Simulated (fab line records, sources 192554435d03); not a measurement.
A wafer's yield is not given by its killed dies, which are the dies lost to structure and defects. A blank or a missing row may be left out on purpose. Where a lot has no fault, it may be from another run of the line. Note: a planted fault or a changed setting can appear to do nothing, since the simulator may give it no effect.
A single fault, viewed from 2 desks | flow n5 finfet | only its own numbers are on each desk; what lay behind them is given at the end

## AT THE TOOL OWNER'S DESK: ald metal-03
The tool's own readings at N5_HKMG_FIN_ALD_71 (deposits TiN, target thk 1 nm, pulse time 1 s, purge time 3 s): means of the sampled wafers that have a number, for each lot that ran on this tool. The brackets show how far a lot's mean lies from the usual mean; more than 4 standard deviations puts the lot out of limits, marked OUT.
Columns: A = heater power w at N5_HKMG_FIN_ALD_71, usual 888 W; B = precursor pulse height rel at N5_HKMG_FIN_ALD_71, usual 1.001
lot  | first seen here | A   | B
L642 | day 4 19:17     | 814 | 0.996
L647 | day 6 00:04     | 955 | 0.994
L650 | day 6 18:28     | 963 | 0.991
This desk found nothing out of limits on any of the 3 lots.

## AT THE METROLOGY DESK
Means of the sampled wafers that have a number, per lot and without regard to the tool the lot ran on: this is what the gauges read. The brackets show how far a lot's mean lies from the usual mean; more than 4 standard deviations puts the lot out of limits, marked OUT. Of its 10 readings 7 are shown: those that lie furthest out on some lot.
Columns: A = DIBL_P at N5_BEOL_M4_RC_MEAS_101, usual 36.3 mV/V; B = IOFF_N at N5_BEOL_M4_RC_MEAS_101, usual 0.16 nA/um; C = IOFF_P at N5_BEOL_M4_RC_MEAS_101, usual 0.21 nA/um; D = ION_N at N5_BEOL_M4_RC_MEAS_101, usual 678 uA/um; E = ION_P at N5_BEOL_M4_RC_MEAS_101, usual 465 uA/um; F = SS_N at N5_BEOL_M4_RC_MEAS_101, usual 71.4 mV/dec; G = VT_N at N5_BEOL_M4_RC_MEAS_101, usual 249 mV
lot  | first seen here | A    | B    | C    | D   | E   | F    | G
L642 | day 8 23:22     | 37.2 | 0.16 | 0.19 | 667 | 451 | 71.5 | 250
L647 | day 9 07:37     | 36.8 | 0.16 | 0.23 | 668 | 460 | 71.4 | 250
L650 | day 10 22:46    | 37.0 | 0.20 | 0.24 | 703 | 474 | 72.3 | 246
L661 | day 13 18:04    | 38.4 | 0.18 | 0.21 | 706 | 473 | 71.0 | 246
L659 | day 13 20:35    | 37.3 | 0.16 | 0.22 | 684 | 469 | 71.0 | 250
L662 | day 14 12:59    | 35.5 | 0.16 | 0.21 | 681 | 470 | 71.0 | 247
This desk found nothing out of limits on any of the 6 lots.

## TAKEN TOGETHER
Nothing out of limits was seen by the tool owner's desk.
Nothing out of limits was seen by the metrology desk.

## WHAT HAD BEEN PUT IN BY THE SIMULATOR
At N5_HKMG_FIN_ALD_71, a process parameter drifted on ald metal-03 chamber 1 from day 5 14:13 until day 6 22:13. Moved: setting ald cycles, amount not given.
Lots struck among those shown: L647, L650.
